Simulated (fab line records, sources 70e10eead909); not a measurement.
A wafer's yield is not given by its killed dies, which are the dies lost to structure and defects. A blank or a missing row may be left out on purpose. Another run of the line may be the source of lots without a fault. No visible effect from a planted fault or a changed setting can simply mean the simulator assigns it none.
Matching of chambers    flow nandHarc    NHARC_A_CHANNEL_FILL_D2_CMP_10 on cmp-03: 4 sister chambers
The step polishes, target thk 150 nm. 22 wafers are shown with their chamber, then 11 later ones without.

WAFERS PAIRED WITH THEIR CHAMBERS
wafer   chamber  motorCurrentA (A)  timeToEndpointS (s)
L078.1  1        11.0               11.4
L078.2  3        10.1               12.4
L078.6  1        11.4               11.1
L081.1  2        11.0               14.0
L081.2  1        11.4               14.8
L081.4  3        10.7               12.6
L082.1  0        11.3               13.1
L082.3  2        10.7               16.7
L082.5  1        11.1               14.1
L083.1  2        11.0               12.4
L083.3  3        10.4               12.8
L083.6  0        11.7               11.0
L085.1  3        10.3               14.4
L085.2  2        11.0               16.7
L085.5  1        11.0               17.4
L088.2  0        11.7               14.0
L088.3  2        11.0               18.2
L088.5  3        10.7               16.6
L090.3  2        10.7               12.7
L090.5  3        10.7               12.7
L090.6  2        10.7               12.6
L091.1  2        11.2               17.4

SIGNATURES (means of the wafers above)
reading          chamber 0  chamber 1  chamber 2  chamber 3  scatter within a chamber
motorCurrentA    11.567     11.180     10.912     10.483     0.218
timeToEndpointS  12.700     13.760     15.087     13.583     2.18
Rule: a wafer lies at a distance from a chamber equal to the root of the sum of squares, over the readings, of (its reading less the chamber's mean, divided by the reading's scatter). If the next closest chamber is less than 2 further off than the closest, the wafer can't be placed; otherwise it belongs to the closest. The scatter: take each reading less its chamber's mean, square it, sum over the shown wafers, divide by the number of wafers less the number of chambers, and take the root.

WAFERS WITH NO CHAMBER GIVEN
wafer   motorCurrentA (A)  timeToEndpointS (s)
L091.3  11.1               13.7
L091.4  11.4               13.1
L093.2  12.0               16.3
L093.4  10.7               15.4
L093.5  10.7               15.9
L095.1  10.1               16.8
L095.3  12.2               15.2
L095.5  11.6               16.2
L096.1  11.6               14.6
L096.3  11.3               14.2
L096.4  11.0               16.8

WHICH CHAMBER EACH ONE RAN IN
wafer   from the rows above           in truth
L091.3  can't be placed: 1 or 2 or 0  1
L091.4  can't be placed: 0 or 1 or 2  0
L093.2  can't be placed: 0 or 1       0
L093.4  can't be placed: 2 or 3 or 1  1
L093.5  can't be placed: 2 or 3 or 1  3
L095.1  can't be placed: 3 or 2       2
L095.3  can't be placed: 0 or 1       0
L095.5  can't be placed: 0 or 1 or 2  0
L096.1  can't be placed: 0 or 1       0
L096.3  can't be placed: 1 or 0 or 2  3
L096.4  can't be placed: 2 or 1 or 3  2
Placed correctly: 0 of 11. These rows do not allow placing 11 (true chamber among the candidates in 10). Number placed wrongly: 0.
